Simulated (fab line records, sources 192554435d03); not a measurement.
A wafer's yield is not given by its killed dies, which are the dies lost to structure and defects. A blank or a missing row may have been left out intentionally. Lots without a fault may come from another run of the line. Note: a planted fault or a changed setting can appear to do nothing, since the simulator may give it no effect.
Split-lot study || flow n5-finfet || 21 wafers read across 7 lots, on a route 1938 steps long

SPLIT DETAILS
At N5_SD_EPI_N_EPI_21 (deposits Si:P, time 690 s), the setting temp-c was moved away from the recipe's 680 C on 7 of the 21 wafers read, by -0.7% to +0.5%. The other wafers ran this setting at the recipe's value.

FROM THE SPLIT TO THE READING: what the file shows between them, 9 steps
- N5_SD_EPI_N_PRECLEAN_24: cleans in O3/DIW, time 60 s
- N5_SD_EPI_N_SRD_25: time 30 s
- N5_SD_EPI_N_PRECLEAN_49: cleans in NF3:NH3, afs cycles 1, time 20 s, sublimation time 60 s
- N5_SD_EPI_P_EPI_21: deposits SiGe:B, time 355 s
- N5_SD_EPI_P_HM_STRIP_48: strips SiNx in H3PO4, material SiNx, target depth 3 nm
- N5_SD_EPI_P_SRD_49: time 30 s
- N5_SD_EPI_P_PRECLEAN_24: cleans in O3/DIW, time 45 s
- N5_SD_ACTIVATION_RTA_00: time 0 s
- N5_SD_ACTIVATION_LSA_01: time 0.0008 s

THE READING
RS_SD_N (ohm/sq), read at N5_SD_ACTIVATION_RS_MEAS_03 with a four-point probe. On this fab line, fault-free wafers typically give 21.82 ohm/sq with a standard deviation of 0.27 ohm/sq.

{"wafer": "L074.1", "tool, chamber at the split": "epi-rpcvd-02, 0", "temp-c as run, C": 678.7, "against the recipe": "-0.2%", "RS_SD_N, ohm/sq": 21.86, "against lot-mates on the recipe": "+0.30"}
{"wafer": "L074.2", "tool, chamber at the split": "epi-rpcvd-02, 0", "temp-c as run, C": 680, "against the recipe": "recipe", "RS_SD_N, ohm/sq": 21.56, "against lot-mates on the recipe": "-"}
{"wafer": "L074.3", "tool, chamber at the split": "epi-rpcvd-02, 0", "temp-c as run, C": 678.7, "against the recipe": "-0.2%", "RS_SD_N, ohm/sq": 22.17, "against lot-mates on the recipe": "+0.61"}
{"wafer": "L079.2", "tool, chamber at the split": "epi-rpcvd-03, 0", "temp-c as run, C": 680, "against the recipe": "recipe", "RS_SD_N, ohm/sq": 21.64, "against lot-mates on the recipe": "-"}
{"wafer": "L079.4", "tool, chamber at the split": "epi-rpcvd-03, 0", "temp-c as run, C": 680, "against the recipe": "recipe", "RS_SD_N, ohm/sq": 21.48, "against lot-mates on the recipe": "-"}
{"wafer": "L079.6", "tool, chamber at the split": "epi-rpcvd-03, 0", "temp-c as run, C": 680, "against the recipe": "recipe", "RS_SD_N, ohm/sq": 21.50, "against lot-mates on the recipe": "-"}
{"wafer": "L083.2", "tool, chamber at the split": "epi-rpcvd-02, 0", "temp-c as run, C": 680, "against the recipe": "recipe", "RS_SD_N, ohm/sq": 21.89, "against lot-mates on the recipe": "-"}
{"wafer": "L083.3", "tool, chamber at the split": "epi-rpcvd-02, 0", "temp-c as run, C": 681.6, "against the recipe": "+0.2%", "RS_SD_N, ohm/sq": 21.64, "against lot-mates on the recipe": -0.25}
{"wafer": "L083.4", "tool, chamber at the split": "epi-rpcvd-02, 0", "temp-c as run, C": 681.6, "against the recipe": "+0.2%", "RS_SD_N, ohm/sq": 21.24, "against lot-mates on the recipe": -0.65}
{"wafer": "L087.4", "tool, chamber at the split": "epi-rpcvd-03, 0", "temp-c as run, C": 680, "against the recipe": "recipe", "RS_SD_N, ohm/sq": 22.12, "against lot-mates on the recipe": "-"}
{"wafer": "L087.5", "tool, chamber at the split": "epi-rpcvd-03, 0", "temp-c as run, C": 680, "against the recipe": "recipe", "RS_SD_N, ohm/sq": 22.05, "against lot-mates on the recipe": "-"}
{"wafer": "L087.6", "tool, chamber at the split": "epi-rpcvd-03, 0", "temp-c as run, C": 680, "against the recipe": "recipe", "RS_SD_N, ohm/sq": 22.01, "against lot-mates on the recipe": "-"}
{"wafer": "L092.1", "tool, chamber at the split": "epi-rpcvd-01, 0", "temp-c as run, C": 680, "against the recipe": "recipe", "RS_SD_N, ohm/sq": 22.19, "against lot-mates on the recipe": "-"}
{"wafer": "L092.3", "tool, chamber at the split": "epi-rpcvd-01, 0", "temp-c as run, C": 680, "against the recipe": "recipe", "RS_SD_N, ohm/sq": 22.09, "against lot-mates on the recipe": "-"}
{"wafer": "L092.4", "tool, chamber at the split": "epi-rpcvd-01, 0", "temp-c as run, C": 683.6, "against the recipe": "+0.5%", "RS_SD_N, ohm/sq": 20.90, "against lot-mates on the recipe": -1.24}
{"wafer": "L094.3", "tool, chamber at the split": "epi-rpcvd-01, 0", "temp-c as run, C": 680, "against the recipe": "recipe", "RS_SD_N, ohm/sq": 21.43, "against lot-mates on the recipe": "-"}
{"wafer": "L094.5", "tool, chamber at the split": "epi-rpcvd-01, 0", "temp-c as run, C": 680, "against the recipe": "recipe", "RS_SD_N, ohm/sq": 21.67, "against lot-mates on the recipe": "-"}
{"wafer": "L094.6", "tool, chamber at the split": "epi-rpcvd-01, 0", "temp-c as run, C": 675.3, "against the recipe": "-0.7%", "RS_SD_N, ohm/sq": 23.40, "against lot-mates on the recipe": "+1.85"}
{"wafer": "L095.1", "tool, chamber at the split": "epi-rpcvd-02, 0", "temp-c as run, C": 680, "against the recipe": "recipe", "RS_SD_N, ohm/sq": 21.73, "against lot-mates on the recipe": "-"}
{"wafer": "L095.3", "tool, chamber at the split": "epi-rpcvd-02, 0", "temp-c as run, C": 683, "against the recipe": "+0.4%", "RS_SD_N, ohm/sq": 20.80, "against lot-mates on the recipe": -0.98}
{"wafer": "L095.4", "tool, chamber at the split": "epi-rpcvd-02, 0", "temp-c as run, C": 680, "against the recipe": "recipe", "RS_SD_N, ohm/sq": 21.84, "against lot-mates on the recipe": "-"}

THE FIT
A straight line over all 21 wafers: RS_SD_N changes by -2 ohm/sq for each +1% of temp-c; r = -0.89; the points scatter about the line by 0.25 ohm/sq.
The same after taking each lot's own level away (the mean of its wafers on the recipe; 21 wafers): -2.43 ohm/sq for each +1%; r = -0.98; scatter 0.11 ohm/sq.
That fit puts the effect of the largest move of temp-c on the reading at 1.7 ohm/sq.
The lots' own levels span 21.540 to 22.140 ohm/sq, that is 2.2 times the standard deviation above.
In other words, the slope is changed by the lot-to-lot level; the two fits disagree.
Check: for one of the wafers moved furthest among these (-0.7%), held out of the fit, the line's prediction against its lot-mates is +1.57 ohm/sq. Against them it came out at +1.85 ohm/sq.

THE OTHER SPLITS THESE WAFERS WENT THROUGH
These wafers also went through other splits before the reading. Each is held against what the fit with the lots' levels taken away leaves over:
{"other split on the same wafers": "N5_WELL_APT_COAT_02 spin-rpm", "wafers away from the commonest value": 8, "r with RS_SD_N (lot level and that fit taken away)": -0.08}
{"other split on the same wafers": "N5_WELL_APT_PEB_06 peb-time-s", "wafers away from the commonest value": 9, "r with RS_SD_N (lot level and that fit taken away)": -0.03}
{"other split on the same wafers": "N5_WELL_APT_EXPOSE_22 dose-mj", "wafers away from the commonest value": 8, "r with RS_SD_N (lot level and that fit taken away)": "+0.02"}
{"other split on the same wafers": "N5_WELL_APT_DEVELOP_24 develop-time-s", "wafers away from the commonest value": 7, "r with RS_SD_N (lot level and that fit taken away)": "+0.05"}
{"other split on the same wafers": "N5_FIN_CUT_CUT_ETCH_26 source-w", "wafers away from the commonest value": 8, "r with RS_SD_N (lot level and that fit taken away)": -0.01}
{"other split on the same wafers": "N5_SD_EPI_N_COAT_03 spin-rpm", "wafers away from the commonest value": 10, "r with RS_SD_N (lot level and that fit taken away)": -0.25}

THE WHOLE CHAIN: every reading that the file lists as answering this split, in the file's order
{"step": "N5_SD_EPI_N_EPI_21", "what it does": "deposits Si:P, time 690 s", "reading": "Si-P_of_SD_EPI_N_EPI_21.thk-nm (the simulator's own value, which no gauge read)", "change (the file's fit)": "+7.28 nm for each +1% of the setting", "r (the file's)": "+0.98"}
{"step": "N5_SD_EPI_N_PRECLEAN_24", "what it does": "cleans in O3/DIW, time 60 s", "reading": "Si-P_of_SD_EPI_N_EPI_21.thk-nm (the simulator's own value, which no gauge read)", "change (the file's fit)": "+7.18 nm for each +1% of the setting", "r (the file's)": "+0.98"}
{"step": "N5_SD_EPI_P_HM_STRIP_48", "what it does": "strips SiNx in H3PO4, material SiNx, target depth 3 nm", "reading": "Si-P_of_SD_EPI_N_EPI_21.thk-nm (the simulator's own value, which no gauge read)", "change (the file's fit)": "+7.02 nm for each +1% of the setting", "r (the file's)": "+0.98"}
{"step": "N5_SD_ACTIVATION_RS_MEAS_03", "what it does": "measures by four-point-probe", "reading": "RS_SD_N", "change (the file's fit)": "-2.46 for each +1% of the setting", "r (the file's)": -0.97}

FILE'S OWN FIT
RS_SD_N changes by -2.46 ohm/sq for each +1% of temp-c, r = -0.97.
